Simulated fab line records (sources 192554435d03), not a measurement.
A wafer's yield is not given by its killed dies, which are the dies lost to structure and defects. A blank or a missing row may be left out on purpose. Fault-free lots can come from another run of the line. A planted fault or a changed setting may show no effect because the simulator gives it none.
One fault seen from 2 desks ; flow n5_finfet ; every desk sees just its own numbers, and what lay behind them comes last

== THE METROLOGY DESK ==
Means of the sampled wafers that have a number, per lot and without regard to the tool the lot ran on: this is what the gauges read. Any lot whose mean is over 4 standard deviations away from the usual mean is out of limits and marked OUT; that distance is given in the brackets. Readings shown: 7 of its 11, picked as those furthest out on some lot.
Columns: A = DIBL_N at N5_BEOL_M4_RC_MEAS_101, usual 35.8 mV/V; B = DIBL_P at N5_BEOL_M4_RC_MEAS_101, usual 36.0 mV/V; C = IOFF_P at N5_BEOL_M4_RC_MEAS_101, usual 0.21 nA/um; D = ION_P at N5_BEOL_M4_RC_MEAS_101, usual 462 uA/um; E = SS_P at N5_BEOL_M4_RC_MEAS_101, usual 73.2 mV/dec; F = VT_P at N5_BEOL_M4_RC_MEAS_101, usual -250 mV; G = cd_nm at N5_MIM_BOT_LITHO_CD_MEAS_08, usual 2999.4 nm
lot;first seen here;A;B;C;D;E;F;G
L917;day 8 09:25;36.1;36.6;0.19;456;73.0;-252;3000.9
L918;day 8 23:57;36.7;38.9;0.29;473;73.8;-242;2997.3
L919;day 9 00:32;38.0;37.7;0.24;468;73.7;-251;2997.4
L921;day 9 06:33;33.9;34.7;0.18;456;72.7;-252;2998.6
L922;day 9 15:37;35.9;36.9;0.22;465;73.2;-250;3001.2
L929;day 11 11:49;34.5;35.3;0.21;468;72.9;-249;2997.7
L933;day 12 11:53;35.8;36.7;0.20;459;73.5;-251;3001.4
L936;day 12 21:25;35.0;36.2;0.22;463;73.2;-247;3000.5
L937;day 13 14:24;38.0;38.7;0.22;462;73.9;-250;2998.8
L939;day 13 18:08;36.0;34.2;0.19;457;73.2;-252;2999.2
This desk found nothing out of limits on any of the 10 lots.

== THE DEFECT DESK ==
Per lot, the means of the sampled wafers with a number show what the inspections along the route counted. Any lot whose mean is over 4 standard deviations away from the usual mean is out of limits and marked OUT; that distance is given in the brackets.
Columns: A = raw_defect_count at N5_BEOL_M15_INSPECT_55, usual 69
lot;first seen here;A
L917;day 11 22:57;62
L918;day 12 19:16;62
L919;day 12 22:47;88
L921;day 13 10:18;60
L922;day 13 11:13;81
L929;day 14 22:38;73
L933;day 16 16:38;56
L936;day 16 19:54;40
L937;day 16 23:08;102
L939;day 17 10:05;56
This desk found nothing out of limits on any of the 10 lots.

== BROUGHT TOGETHER ==
Nothing out of limits was seen by the metrology desk.
No out-of-limits result turned up at the defect desk.

== WHAT THE SIMULATOR HAD PUT IN ==
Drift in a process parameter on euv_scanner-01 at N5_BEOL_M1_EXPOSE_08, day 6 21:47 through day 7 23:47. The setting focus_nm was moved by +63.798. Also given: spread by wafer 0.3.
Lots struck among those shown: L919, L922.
